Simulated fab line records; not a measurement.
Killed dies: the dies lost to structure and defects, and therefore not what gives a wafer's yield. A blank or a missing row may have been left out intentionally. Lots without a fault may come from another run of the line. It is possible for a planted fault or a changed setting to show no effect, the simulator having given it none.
Chamber matching :: flow n5_finfet :: N5_SDB_STRIP_21 on rie_diel-06: 4 sister chambers
The step strips in CF4. 16 wafers are shown with their chamber, then 8 later ones without.

## EACH WAFER AND ITS CHAMBER
wafer: L074.1
chamber: 2
showerhead_plenum_p_Torr (Torr): 1.85
drypump_motor_current_A (A): 5.4
throttle_valve_pct (%): 13.79

wafer: L074.3
chamber: 0
showerhead_plenum_p_Torr (Torr): 1.85
drypump_motor_current_A (A): 5.3
throttle_valve_pct (%): 13.96

wafer: L074.5
chamber: 2
showerhead_plenum_p_Torr (Torr): 1.85
drypump_motor_current_A (A): 5.4
throttle_valve_pct (%): 13.79

wafer: L075.1
chamber: 2
showerhead_plenum_p_Torr (Torr): 1.85
drypump_motor_current_A (A): 5.4
throttle_valve_pct (%): 13.81

wafer: L075.4
chamber: 1
showerhead_plenum_p_Torr (Torr): 1.92
drypump_motor_current_A (A): 5.9
throttle_valve_pct (%): 13.38

wafer: L075.6
chamber: 2
showerhead_plenum_p_Torr (Torr): 1.85
drypump_motor_current_A (A): 5.3
throttle_valve_pct (%): 13.79

wafer: L077.2
chamber: 0
showerhead_plenum_p_Torr (Torr): 1.85
drypump_motor_current_A (A): 5.3
throttle_valve_pct (%): 13.95

wafer: L077.3
chamber: 1
showerhead_plenum_p_Torr (Torr): 1.92
drypump_motor_current_A (A): 5.9
throttle_valve_pct (%): 13.37

wafer: L077.4
chamber: 0
showerhead_plenum_p_Torr (Torr): 1.85
drypump_motor_current_A (A): 5.3
throttle_valve_pct (%): 13.96

wafer: L078.1
chamber: 0
showerhead_plenum_p_Torr (Torr): 1.84
drypump_motor_current_A (A): 5.3
throttle_valve_pct (%): 13.96

wafer: L078.3
chamber: 1
showerhead_plenum_p_Torr (Torr): 1.92
drypump_motor_current_A (A): 5.9
throttle_valve_pct (%): 13.38

wafer: L078.6
chamber: 0
showerhead_plenum_p_Torr (Torr): 1.85
drypump_motor_current_A (A): 5.3
throttle_valve_pct (%): 13.96

wafer: L084.3
chamber: 1
showerhead_plenum_p_Torr (Torr): 1.92
drypump_motor_current_A (A): 5.9
throttle_valve_pct (%): 13.39

wafer: L084.4
chamber: 1
showerhead_plenum_p_Torr (Torr): 1.92
drypump_motor_current_A (A): 5.9
throttle_valve_pct (%): 13.42

wafer: L084.6
chamber: 3
showerhead_plenum_p_Torr (Torr): 1.91
drypump_motor_current_A (A): 5.0
throttle_valve_pct (%): 13.60

wafer: L087.1
chamber: 3
showerhead_plenum_p_Torr (Torr): 1.91
drypump_motor_current_A (A): 5.0
throttle_valve_pct (%): 13.61

SIGNATURES (means of the wafers above)
reading: showerhead_plenum_p_Torr
chamber 0: 1.8480
chamber 1: 1.9200
chamber 2: 1.8500
chamber 3: 1.9100
scatter within a chamber: 0.00258

reading: drypump_motor_current_A
chamber 0: 5.300
chamber 1: 5.900
chamber 2: 5.375
chamber 3: 5.000
scatter within a chamber: 0.025

reading: throttle_valve_pct
chamber 0: 13.9580
chamber 1: 13.3880
chamber 2: 13.7950
chamber 3: 13.6050
scatter within a chamber: 0.0126
Rule: a wafer's distance from a chamber is the root of the sum, over the readings, of the square of ((its reading less the chamber's mean) divided by the reading's scatter). If the next closest chamber is less than 2 further off than the closest, the wafer can't be placed; otherwise it belongs to the closest. The scatter: the root of (the sum of the squares of (reading less its chamber's mean) over the shown wafers, divided by (wafers less chambers)).

## WAFERS WHOSE CHAMBER IS MISSING
wafer: L087.4
showerhead_plenum_p_Torr (Torr): 1.84
drypump_motor_current_A (A): 5.2
throttle_valve_pct (%): 13.40

wafer: L087.5
showerhead_plenum_p_Torr (Torr): 1.92
drypump_motor_current_A (A): 5.9
throttle_valve_pct (%): 13.40

wafer: L090.1
showerhead_plenum_p_Torr (Torr): 1.84
drypump_motor_current_A (A): 5.2
throttle_valve_pct (%): 13.42

wafer: L090.3
showerhead_plenum_p_Torr (Torr): 1.90
drypump_motor_current_A (A): 5.0
throttle_valve_pct (%): 13.63

wafer: L090.6
showerhead_plenum_p_Torr (Torr): 1.92
drypump_motor_current_A (A): 5.9
throttle_valve_pct (%): 13.41

wafer: L097.1
showerhead_plenum_p_Torr (Torr): 1.84
drypump_motor_current_A (A): 5.3
throttle_valve_pct (%): 13.45

wafer: L097.3
showerhead_plenum_p_Torr (Torr): 1.90
drypump_motor_current_A (A): 4.9
throttle_valve_pct (%): 13.65

wafer: L097.4
showerhead_plenum_p_Torr (Torr): 1.91
drypump_motor_current_A (A): 5.9
throttle_valve_pct (%): 13.45

## WHICH CHAMBER EACH WENT THROUGH
wafer: L087.4
from the rows above: can't be placed: 2 or 3
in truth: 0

wafer: L087.5
from the rows above: 1
in truth: 1

wafer: L090.1
from the rows above: can't be placed: 2 or 3
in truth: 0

wafer: L090.3
from the rows above: 3
in truth: 3

wafer: L090.6
from the rows above: 1
in truth: 1

wafer: L097.1
from the rows above: 2
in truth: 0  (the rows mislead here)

wafer: L097.3
from the rows above: 3
in truth: 3

wafer: L097.4
from the rows above: 1
in truth: 1
Correct placement for 5 of the 8. These rows do not allow placing 2 (true chamber among the candidates in 0). Number placed wrongly: 1.
